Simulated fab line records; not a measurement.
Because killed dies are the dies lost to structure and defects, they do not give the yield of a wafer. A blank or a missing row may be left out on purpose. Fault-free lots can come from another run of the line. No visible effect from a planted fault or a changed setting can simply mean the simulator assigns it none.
fab line records	flow n5_finfet
record: lots: 4	wafers: 12	last_day: 18
route steps=1938 shown STI_FIN_REVEAL@202 DUMMY_GATE@212 BEOL_M4@1111 PASSIVATION@1936
lots with no fault: from the same line, run without faults
start_h: start of the lot's first displayed wafer, in hours after the record's first day	wait_h: how many hours have passed since the lot's step before this one	" unchanged from the row above	L1.1+2: a single row standing in for several wafers	- either no value or no given start	* or withheld: withheld	< > ~ a bound
route shown NAME@n: NAME is a module with steps in the file, n the number in the route of the first one	usual: average and standard deviation across the fault-free wafers	same: alike in all rows	chamber/n: place in a boat	sites: per-site readings	_std_site: the values' standard deviation	_edge_site: mean of outer sites minus mean of inner sites	radius_mm: for every site, how far away it sits from the centre of the wafer	mask NAME#n: copy n	behind: tool/chamber where the wafer was last shaped	hold: reason for holding the lot/hours on hold/outcome of the hold	device: which transistor (n, p or np) failed to switch	end of line: the tests these same wafers got at the end of their route	step lacking rows: just its recipe	killed: at the first sort, the dies lost to defects and structure; wafer yield is something else	map: dies across one wafer; x = killed, . = not, _ = none there
set.NAME: the setting as run; set.NAME@STEP: as run at that earlier step	model.NAME: the simulator's own value behind a step, which no gauge read
lots seen at some steps along the route; tables by step, rows by wafer
services: when a tool's chamber went out of use (start_h, in hours from the record's first day, below 0 if earlier), for how many hours, and the reason
== steps ==
step: N5_STI_FIN_REVEAL_STRIP_35
recipe: chemistry: H3PO4	material: Si3N4	temp_c: 165	target_depth_a: 40	time_s: 39
step: N5_STI_FIN_REVEAL_SRD_21
recipe: dry: ipa_marangoni	time_s: 30	temp_c: 23	rinse_liquid: diw
step: N5_STI_FIN_REVEAL_OXIDATION_33
recipe: chemistry: O2_PLASMA_REMOTE	temp_c: 150	time_s: 20	pressure_mtorr: 1000	source_power_w: 2000	o2_flow_sccm: 3000
step: N5_STI_FIN_REVEAL_CLEAN_19
recipe: chemistry: O3/DIW	temp_c: 25	time_s: 120	o3_ppm: 10
step: N5_STI_FIN_REVEAL_SRD_23
recipe: dry: ipa_marangoni	time_s: 30	temp_c: 23	rinse_liquid: diw
step: N5_STI_FIN_REVEAL_PRECLEAN_18
recipe: chemistry: SC2	time_s: 45	temp_c: 35	mix: 1:1:50
step: N5_STI_FIN_REVEAL_SRD_28
recipe: dry: ipa_marangoni	time_s: 30	temp_c: 23	rinse_liquid: diw
step: N5_DUMMY_GATE_PRECLEAN_00
recipe: chemistry: O3/DIW	time_s: 60	temp_c: 22	o3_ppm: 10
step: N5_DUMMY_GATE_SRD_01
recipe: time_s: 30	temp_c: 23	rinse_liquid: diw	dry: ipa_marangoni
step: N5_DUMMY_GATE_ALD_02
recipe: material: SiO2	target_thk_a: 20	temp_c: 300	ald_precursor_family: BDEAS	ald_co_reactant: O2-plasma	pulse_time_s: 1	pressure_torr: 2
usual: heater_power_outer_w: 278/31	heater_power_w: 492/54	precursor_pulse_height_rel: 1.000/0.018
lot.wafer	tool	chamber	start_h	wait_h	heater_power_outer_w	heater_power_w	precursor_pulse_height_rel	model.SiO2_of_DUMMY_GATE_ALD_02.thk_nm
L721.1	ald_sin-01	1	44.74	0.0	291	482	1.008	2
L721.2	"	2	"	"	248	451	1.012	2
L721.5	"	3	"	"	278	508	1.013	2
L731.1	ald_sin-01	0	104.63	0.1	302	536	0.974	2.4
L731.2	"	1	"	"	297	485	1.016	2.4
L731.3	"	3	"	"	293	505	0.983	2.4
L732.1	ald_sin-01	1	109.39	0.0	296	476	0.986	2.4
L732.2	"	0	"	"	306	541	1.021	2.4
L732.6	"	2	"	"	256	445	1.004	2.4
L743.1	ald_sin-04	1	174.58	0.0	270	492	0.983	2
L743.2	"	0	"	"	288	517	0.974	2
L743.3	"	2	"	"	229	414	0.998	2
step: N5_DUMMY_GATE_CVD_03
recipe: material: a-Si	target_thk_a: 1500	temp_c: 530	precursor: SiH4	time_s: 8042
step: N5_DUMMY_GATE_PRECLEAN_46
recipe: chemistry: DIW	time_s: 89.5	temp_c: 23
step: N5_DUMMY_GATE_SRD_47
recipe: dry_time_s: 32	dry: n2_spin	spin_rpm: 1500
step: N5_DUMMY_GATE_CMP_04
recipe: material: a-Si	post_cmp_clean: alkaline_brush
step: N5_DUMMY_GATE_HM_DEP_06
recipe: material: SiNx	target_thk_a: 800	precursor: DCS/NH3	temp_c: 700	pressure_mtorr: 300	time_s: 5141
step: N5_DUMMY_GATE_PECVD_30
recipe: material: SiO2	target_thk_a: 550	temp_c: 400	precursor: TEOS/O2	pressure_torr: 6.5	rf_w: withheld	teos_flow_sccm: withheld	gas: O2	flow_sccm: 2650	time_s: 10.8
step: N5_DUMMY_GATE_COAT_34
recipe: resist: SOC	temp_c: 250	time_s: 60	spin_rpm: 1500	resist_thk_nm: 60
step: N5_DUMMY_GATE_COAT_35
recipe: resist: SiARC	temp_c: 220	time_s: 60	spin_rpm: 1500	resist_thk_nm: 10
step: N5_DUMMY_GATE_COAT_28
recipe: resist: underlayer	temp_c: 205	time_s: 60	spin_rpm: 1500	resist_thk_nm: 10
step: N5_DUMMY_GATE_COAT_09
recipe: resist: CAR-EUV	spin_rpm: 1500	resist_thk_nm: 30
step: N5_DUMMY_GATE_EBR_11
recipe: solvent: PGMEA	ebr_width_mm: 1.5
step: N5_DUMMY_GATE_SOFTBAKE_10
recipe: temp_c: 110	time_s: 60	resist: CAR-EUV
step: N5_DUMMY_GATE_EXPOSE_12
recipe: mask_id: GATE	na: 0.33	source_shape: annular	sigma_inner: 0.2	sigma_outer: 0.6	polarization: unpolarized	target_cd_nm: 25	dose_mj: 34
step: N5_DUMMY_GATE_PEB_13
recipe: peb_temp_c: 100	peb_time_s: 60	resist: CAR-EUV
step: N5_DUMMY_GATE_DEVELOP_14
recipe: develop_time_s: 30	developer: TMAH	resist: CAR-EUV	rinse_liquid: surfactant_rinse	dry: air_spin	dev_temp_c: 23
step: N5_DUMMY_GATE_DESCUM_20
recipe: chemistry: O2	time_s: 6.2	source_power_w: 50	bias_power_w: 20	pressure_mtorr: 20	rf_frequency_hz: 2.712e+07	temp_c: 40	resist: CAR-EUV	o2_flow_sccm: 225
step: N5_DUMMY_GATE_ETCH_29
recipe: chemistry: N2/H2	target: underlayer	target_depth_a: 130	ion_energy_ev: 200	pressure_mtorr: 30	source_w: 840	bias_w: 150	n2_flow_sccm: 200	h2_flow_sccm: 200
step: N5_DUMMY_GATE_ETCH_36
recipe: chemistry: CF4	target: SiARC	target_depth_a: 130	pressure_mtorr: 40	source_w: 545	bias_w: 36	Ar_flow_sccm: 100	cf4_flow_sccm: 100	ion_energy_ev: 80
step: N5_DUMMY_GATE_ETCH_37
recipe: chemistry: N2/H2	target: SOC	target_depth_a: 600	overetch_a: 300	temp_c: 40	ion_energy_ev: 200	pressure_mtorr: 30	source_w: 840	bias_w: 150	n2_flow_sccm: 200	h2_flow_sccm: 200
step: N5_DUMMY_GATE_STRIP_38
recipe: chemistry: N2/H2	temp_c: 40	n2_flow_sccm: 200	h2_flow_sccm: 200	rf_frequency_hz: 6e+07
step: N5_DUMMY_GATE_STRIP_39
recipe: chemistry: N2/H2	temp_c: 40	n2_flow_sccm: 200	h2_flow_sccm: 200	rf_frequency_hz: 6e+07
step: N5_DUMMY_GATE_TRIM_49
recipe: chemistry: O2	resist: SOC	time_s: 29	target_cd_nm: 14	source_power_w: 300	bias_power_w: 0	O2_flow_sccm: 100	temp_c: 20
step: N5_DUMMY_GATE_STRIP_40
recipe: chemistry: CF4	resist: SiARC	power_w: 300	bias_power_w: 75	pressure_mtorr: 50	cf4_flow_sccm: 150	rf_frequency_hz: 6e+07
step: N5_DUMMY_GATE_ETCH_31
recipe: chemistry: C4F6/O2	target: SiO2	mask_material: SOC	target_depth_a: 825	time_s: 27.5	ion_energy_ev: 250	pressure_mtorr: 30	source_w: 345	bias_w: 185	Ar_flow_sccm: 300	C4F6_flow_sccm: 10	O2_flow_sccm: 10
step: N5_DUMMY_GATE_ETCH_44
recipe: chemistry: HBr/O2	over_etch_frac: 0.7	target_depth_a: 1275	stop_on: SiO2	ion_energy_ev: 60	bias_w: 20	target: poly-Si	mask_material: SiO2	pressure_mtorr: 20	icp_w: 400	HBr_flow_sccm: 120	O2_flow_sccm: 10
usual: drypump_motor_current_A: 5.7/0.38	he_backside_leak_sccm: 2.76/0.25	oes_product_au: 0.727/0.016	rf_fwd_power_W: 398.2/1.2	throttle_valve_pct: 18.45/0.15
lot.wafer	tool	chamber	start_h	wait_h	drypump_motor_current_A	he_backside_leak_sccm	oes_product_au	rf_fwd_power_W	rf_hours_counter_h	throttle_valve_pct	model.SiO2_of_DUMMY_GATE_ALD_02.thk_nm
L721.1	rie_si-01	3	54.41	0.0	6.0	2.62	0.726	397.1	75	18.49	2
L721.2	"	0	"	"	5.0	2.61	0.756	397.3	176	18.48	2
L721.5	"	3	"	"	6.0	2.64	0.722	397.4	-	18.47	2
L731.1	rie_si-05	1	114.31	0.0	6.1	2.47	0.726	397.6	167	18.64	2.4
L731.2	"	2	"	"	5.3	2.82	0.706	398.5	35	18.50	2.4
L731.3	"	0	"	"	5.5	3.00	0.734	398.9	68	18.67	2.4
L732.1	rie_si-02	3	118.81	0.0	5.4	2.50	0.736	399.7	23	18.31	2.4
L732.2	"	0	"	"	5.7	2.57	0.708	397.2	1	18.37	2.4
L732.6	"	0	"	"	5.7	2.49	0.699	397.4	-	18.38	2.4
L743.1	rie_si-02	3	184.20	0.0	5.5	2.69	0.726	398.8	24	18.33	2
L743.2	"	1	"	"	6.2	3.12	0.730	397.8	152	18.08	2
L743.3	"	2	"	"	5.6	2.83	0.711	398.6	133	18.61	2
step: N5_BEOL_M4_RC_MEAS_101
usual: DIBL_N: 35.8/1.4	DIBL_P: 35.8/1.6	IOFF_N: 0.152/0.021	IOFF_P: 0.204/0.027	ION_N: 672/8.7	ION_P: 461/6.2	SS_N: 71.5/0.54	SS_P: 73.1/0.57	VT_N: 250.0/2.5	VT_P: -250.6/2.7
lot.wafer	tool	chamber	start_h	wait_h	DIBL_N[mV/V]	DIBL_P[mV/V]	IOFF_N[nA/um]	IOFF_P[nA/um]	ION_N[uA/um]	ION_P[uA/um]	SS_N[mV/dec]	SS_P[mV/dec]	VT_N[mV]	VT_P[mV]
L721.1	prober-01	0	192.13	0.0	34.2	35.6	0.135	0.169	677	459	71.9	72.5	252.0	-255.8
L721.2	"	0	"	"	35.6	37.6	0.158	0.192	685	463	72.7	73.5	250.6	-253.6
L721.5	"	0	"	"	33.8	35.6	0.136	0.170	679	455	72.4	72.4	251.7	-253.4
L732.1	prober-01	0	241.18	0.0	35.7	34.7	0.131	0.170	654	451	71.1	74.2	255.4	-255.8
L732.2	"	0	"	"	37.2	37.0	0.165	0.198	663	450	71.6	73.8	249.9	-251.9
L732.6	"	0	"	"	34.4	33.4	0.114	0.154	644	448	71.9	72.8	254.4	-256.0
L731.1	prober-01	0	263.36	0.0	37.3	37.9	0.186	0.237	677	465	72.3	74.0	247.1	-250.1
L731.2	"	0	"	"	34.0	34.5	0.130	0.175	670	456	70.9	73.1	251.9	-252.4
L731.3	"	0	"	"	33.7	33.9	0.121	0.166	661	456	71.2	72.9	253.7	-250.8
L743.1	prober-01	0	309.44	0.0	36.3	36.1	0.183	0.240	677	469	71.2	73.5	248.6	-248.9
L743.2	"	0	"	"	34.4	33.9	0.136	0.182	667	460	71.5	73.2	250.8	-250.1
L743.3	"	0	"	"	36.1	36.1	0.165	0.213	674	467	71.1	72.9	250.0	-249.5
step: N5_PASSIVATION_PROBE_49
usual: defect_limited_yield: 91.6/1.4	killed_at_M0_to_M3: 33/9.7	killed_at_M4_up: 13/5.4	killed_at_contacts: 13/6.6	killed_at_front_end: 36/11	killed_at_other: 3.9/3	killed_dies: 99/16	killed_open: 66/12	killed_short: 32/7.9	sort_bin_5_function: 4.9/0.9	sort_bin_6_memory: 3.2/0.67	sort_n_pass: 1081/16	sort_yield_pct: 91.6/1.4
same: gross_dies: 1180	killed_at_back_side: 0	sort_bin_4_leakage[%]: 0	sort_bin_8_speed[%]: 0
lot.wafer	tool	chamber	start_h	wait_h	defect_limited_yield[%]	killed_at_M0_to_M3	killed_at_M4_up	killed_at_contacts	killed_at_front_end	killed_at_other	killed_dies	killed_open	killed_short	sort_bin_5_function[%]	sort_bin_6_memory[%]	sort_n_pass	sort_yield_pct[%]
L721.1	prober-01	-	302.88	0.0	91.5	39	12	8	30	11	100	67	33	5.4	2.6	1080	91.5
L721.2	prober-01	-	302.93	0.1	92.7	26	13	9	31	7	86	52	34	4.4	2.5	1094	92.7
L721.5	prober-01	-	303.08	0.2	91.4	29	17	14	36	5	101	71	30	5.3	3.2	1079	91.4
L732.1	prober-01	-	339.22	0.0	91.4	26	9	10	48	8	101	69	30	5.0	3.4	1079	91.4
L732.2	prober-01	-	339.27	0.1	92.0	30	8	12	37	7	94	67	25	5.0	2.8	1086	92.0
L732.6	prober-01	-	339.47	0.3	91.9	33	6	18	38	1	96	65	31	4.2	3.5	1084	91.9
L731.1	prober-02	-	370.30	0.0	92.6	36	13	19	16	3	87	55	29	3.6	3.1	1093	92.6
L731.2	prober-02	-	370.35	0.1	91.7	35	22	9	19	13	98	69	27	5.2	2.8	1082	91.7
L731.3	prober-02	-	370.40	0.1	91.5	37	19	21	22	1	100	71	26	6.0	2.4	1080	91.5
L743.1	prober-01	-	421.25	0.0	90.4	53	21	19	17	3	113	80	33	4.6	4.8	1067	90.4
L743.2	prober-01	-	421.30	0.1	92.8	27	9	15	29	5	85	58	27	4.6	2.4	1095	92.8
L743.3	prober-01	-	421.35	0.1	91.9	30	12	31	20	2	95	71	24	5.1	2.8	1085	91.9
killed by level:class
L721.1 STI_FIN_REVEAL:geometric_particle:open=15 BEOL_M0_SAQP:geometric_particle:open=11 BEOL_M0_SAQP:geometric_particle:short=10 MOL_CONTACT_COAG:geometric_particle:open=6 BEOL_M0:geometric_particle:open=5 DUMMY_GATE:geometric_particle:open=4 BEOL_M2:geometric_particle:open=3 BEOL_M2:geometric_particle:short=3
L721.2 MOL_CONTACT_COAG:geometric_particle:open=8 FIN_SAQP:geometric_particle:short=7 BEOL_M3:geometric_particle:open=6 BEOL_M0_SAQP:geometric_particle:short=6 BEOL_M0_SAQP:geometric_particle:open=6 STARTING-WAFER:geometric_particle:short=5 STI_FIN_REVEAL:geometric_particle:open=4 BEOL_M1:geometric_particle:open=4
L721.5 FIN_SAQP:geometric_particle:open=12 MOL_CONTACT_COAG:geometric_particle:open=10 BEOL_M0_SAQP:geometric_particle:short=7 BEOL_M3:geometric_particle:open=7 BEOL_M4:geometric_particle:open=6 BEOL_M0_SAQP:geometric_particle:open=5 DUMMY_GATE:geometric_particle:open=4 MOL_CONTACT_COAG:geometric_particle:short=4
L732.1 STI_FIN_REVEAL:geometric_particle:open=19 MOL_CONTACT_COAG:geometric_particle:open=9 BEOL_M2:geometric_particle:open=7 PASS1_CAP:geometric_particle:short=6 BEOL_M0_SAQP:geometric_particle:open=5 BEOL_M0_SAQP:geometric_particle:short=4 FIN_SAQP:geometric_particle:open=3 FIN_CUT:geometric_particle:open=3
L732.2 MOL_CONTACT_COAG:geometric_particle:open=10 BEOL_M0_SAQP:geometric_particle:open=9 BEOL_M2:geometric_particle:open=9 STI_FIN_REVEAL:geometric_particle:open=7 BEOL_M1:geometric_particle:open=7 DUMMY_GATE:geometric_particle:short=6 FIN_SAQP:geometric_particle:short=4 ILD0:geometric_particle:short=4
L732.6 MOL_CONTACT_COAG:geometric_particle:open=16 BEOL_M2:geometric_particle:open=12 BEOL_M0_SAQP:geometric_particle:short=9 STI_FIN_REVEAL:geometric_particle:open=8 BEOL_M0_SAQP:geometric_particle:open=7 FIN_SAQP:geometric_particle:open=5 GATE_CUT:geometric_particle:short=4 STARTING-WAFER:geometric_particle:short=4
L731.1 BEOL_M0_SAQP:geometric_particle:open=16 MOL_CONTACT_COAG:geometric_particle:open=14 BEOL_M0_SAQP:geometric_particle:short=11 STI_FIN_REVEAL:geometric_particle:open=7 MOL_CONTACT_COAG:geometric_particle:short=5 BEOL_M4:geometric_particle:open=4 BEOL_M6:geometric_particle:open=3 STI_FIN_REVEAL:geometric_particle:short=2
L731.2 BEOL_M3:geometric_particle:open=13 MOL_CONTACT_COAG:geometric_particle:open=9 BEOL_M0_SAQP:geometric_particle:short=9 BEOL_M4:geometric_particle:open=6 BEOL_M0_SAQP:geometric_particle:open=5 BEOL_M2:geometric_particle:open=5 BEOL_M8:geometric_particle:open=5 MIM_TOP_ETCH:geometric_particle:open=4
L731.3 MOL_CONTACT_COAG:geometric_particle:open=15 BEOL_M3:geometric_particle:open=10 BEOL_M4:geometric_particle:open=8 BEOL_M0_SAQP:geometric_particle:short=7 BEOL_M2:geometric_particle:open=7 STI_FIN_REVEAL:geometric_particle:open=6 MOL_CONTACT_COAG:geometric_particle:short=6 BEOL_M0_SAQP:geometric_particle:open=5
L743.1 MOL_CONTACT_COAG:geometric_particle:open=16 BEOL_M0_SAQP:geometric_particle:open=13 BEOL_M0_SAQP:geometric_particle:short=13 BEOL_M4:geometric_particle:open=11 BEOL_M1:geometric_particle:open=10 BEOL_M3:geometric_particle:open=9 BEOL_M1:geometric_particle:short=4 STI_FIN_REVEAL:geometric_particle:open=3
L743.2 MOL_CONTACT_COAG:geometric_particle:open=13 BEOL_M0_SAQP:geometric_particle:open=10 BEOL_M3:geometric_particle:open=6 FIN_SAQP:geometric_particle:open=5 BEOL_M1:geometric_particle:open=5 FIN_SAQP:geometric_particle:short=4 GATE_CUT:geometric_particle:short=4 DUMMY_GATE:geometric_particle:open=3
L743.3 MOL_CONTACT_COAG:geometric_particle:open=25 BEOL_M1:geometric_particle:open=8 DUMMY_GATE:geometric_particle:open=7 BEOL_M0_SAQP:geometric_particle:short=7 BEOL_M0_SAQP:geometric_particle:open=7 MOL_CONTACT_COAG:geometric_particle:short=6 BEOL_M3:geometric_particle:open=6 BEOL_M4:geometric_particle:open=6
== services ==
tool	chamber	start_h	hours	kind
rie_si-05	0	20.95	2.0	repair
rie_si-01	3	29.83	1.3	repair
rie_si-05	1	34.58	19.9	repair
ald_sin-04	-	64.94	2.8	pm
rie_si-05	-	74.14	2.8	pm
ald_sin-04	-	85.77	14.0	pm
ald_sin-04	0	85.77	14.0	vent_cycle
ald_sin-04	1	85.77	14.0	vent_cycle
ald_sin-04	2	85.77	14.0	vent_cycle
ald_sin-04	3	85.77	14.0	vent_cycle
ald_sin-04	0	99.77	-	clean
ald_sin-04	1	99.77	-	clean
ald_sin-04	2	99.77	-	clean
ald_sin-04	3	99.77	-	clean
rie_si-01	1	110.14	-	clean
rie_si-01	1	110.14	16.4	scheduled_down
ald_sin-04	3	151.50	8.4	repair
rie_si-05	-	151.86	0.2	repair
ald_sin-01	-	178.53	14.0	pm
ald_sin-01	0	178.53	14.0	vent_cycle
ald_sin-01	1	178.53	14.0	vent_cycle
ald_sin-01	2	178.53	14.0	vent_cycle
ald_sin-01	3	178.53	14.0	vent_cycle
rie_si-02	0	181.53	7.8	repair
== key ==
first_sign none at tools or gauges
model_effect: step: N5_DUMMY_GATE_ALD_02	value: SiO2_of_DUMMY_GATE_ALD_02.thk_nm	without: 2	struck: 2.4
model_effect: step: N5_DUMMY_GATE_ETCH_44	value: SiO2_of_DUMMY_GATE_ALD_02.thk_nm	without: 2	struck: 2.4
met_at N5_DUMMY_GATE_ALD_02
struck_wafers L731.1,L731.2,L731.3,L732.1,L732.2,L732.6
onset_between 44.74 104.63
fault: kind: process_parameter_drift	tool: ald_sin-01	chamber: -	onset_h: 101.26	steps: N5_DUMMY_GATE_ALD_02	channel: target_thk_a	offset: *	shape: step	end_h: 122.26	acts_in: *	stated: *
